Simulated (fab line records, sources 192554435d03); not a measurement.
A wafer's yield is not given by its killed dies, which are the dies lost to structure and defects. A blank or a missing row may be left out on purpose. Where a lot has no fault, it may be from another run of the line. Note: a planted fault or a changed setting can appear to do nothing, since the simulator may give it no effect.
Matching of chambers	flow n5 finfet	N5_FIN_SAQP_PECVD_06 on pecvd-03: 3 sister chambers
The step deposits a-Si from SiH4/He, target thk 60 nm, time 48.1 s. 6 wafers are shown with their chamber, then 7 later ones without.

== WAFERS WITH THEIR CHAMBER ==
wafer	chamber	showerhead vpp V (V)	throttle valve pct (%)
L081.4	2	564	16.5
L082.4	0	681	17.5
L091.1	2	565	16.6
L091.5	0	675	17.4
L094.1	1	619	17.8
L094.5	1	633	17.5

== WAFERS WHOSE CHAMBER IS MISSING ==
wafer	showerhead vpp V (V)	throttle valve pct (%)
L094.6	561	16.5
L095.2	676	17.7
L095.3	627	17.4
L095.5	656	17.6
L096.1	578	16.8
L096.2	621	17.6
L096.5	675	17.5

== THE CHAMBER EACH PASSED THROUGH ==
wafer	from the rows above	in truth
L094.6	2	2
L095.2	0	0
L095.3	1	1
L095.5	can't be placed: 0 or 1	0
L096.1	2	2
L096.2	1	1
L096.5	0	0
Placed correctly: 6 of 7. Can't be placed from these rows: 1 (the true chamber is among the candidates in 1). 0 placed wrongly.
How it was worked out, from the rows above alone: a wafer's distance from a chamber is the root of the sum, over the readings, of the square of ((its reading less the chamber's mean) divided by the reading's scatter). If the next closest chamber is less than 2 further off than the closest, the wafer can't be placed; otherwise it belongs to the closest. The mean given for a chamber averages the wafers shown for that chamber. How the scatter is found: for the shown wafers, subtract from each reading the mean of its chamber, square and add these, divide the total by (wafers less chambers), then take the root.
